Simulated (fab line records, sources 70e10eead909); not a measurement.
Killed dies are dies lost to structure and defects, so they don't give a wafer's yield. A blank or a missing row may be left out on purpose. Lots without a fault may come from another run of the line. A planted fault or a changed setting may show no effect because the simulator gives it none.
Which tool did it? | flow nand_harc | 7 lots, 19 wafers sampled, at 1 step of a route of 1302

WHAT THE GAUGES READ, wafer by wafer
NHARC_A_SOURCE_PLATE_INSPECT_08.
lot  | measured     | on                | raw_defect_count
L602 | day 11 07:56 | defect_inspect-02 | 49 39
L605 | day 12 13:13 | defect_inspect-01 | 158 60
L606 | day 12 21:04 | defect_inspect-02 | 69 48 69
L609 | day 14 07:43 | defect_inspect-01 | 57 39 52
L611 | day 14 17:12 | defect_inspect-01 | 84 107 50
L613 | day 15 23:01 | defect_inspect-01 | 70 62 67
L615 | day 16 18:17 | defect_inspect-02 | 58 67 44

WHICH TOOL RAN EACH LOT (tool, then ch and the chambers of the sampled wafers, then the start)
The record holds no process step before these readings.

THE ANSWER, worked out from the rows above alone
Rule: what is usual is taken from the lots themselves. Put in order of their means at a reading, lots are off if they are a third of the lots or fewer, leave a main group of 4 or more, and stand apart from it by a gap of 3 or more times the standard deviation of the main group's means; of several such gaps the widest counts. A main group whose means are all the same, to the digits that the tables above print for the reading, isn't used. A lot without any number at a reading at which 4 lots or more have one is off too. The other lots that the step has rows for count as sound.
No lot is off at any reading shown: from this, nothing can be told.

WHAT THE SIMULATOR HAD PUT IN
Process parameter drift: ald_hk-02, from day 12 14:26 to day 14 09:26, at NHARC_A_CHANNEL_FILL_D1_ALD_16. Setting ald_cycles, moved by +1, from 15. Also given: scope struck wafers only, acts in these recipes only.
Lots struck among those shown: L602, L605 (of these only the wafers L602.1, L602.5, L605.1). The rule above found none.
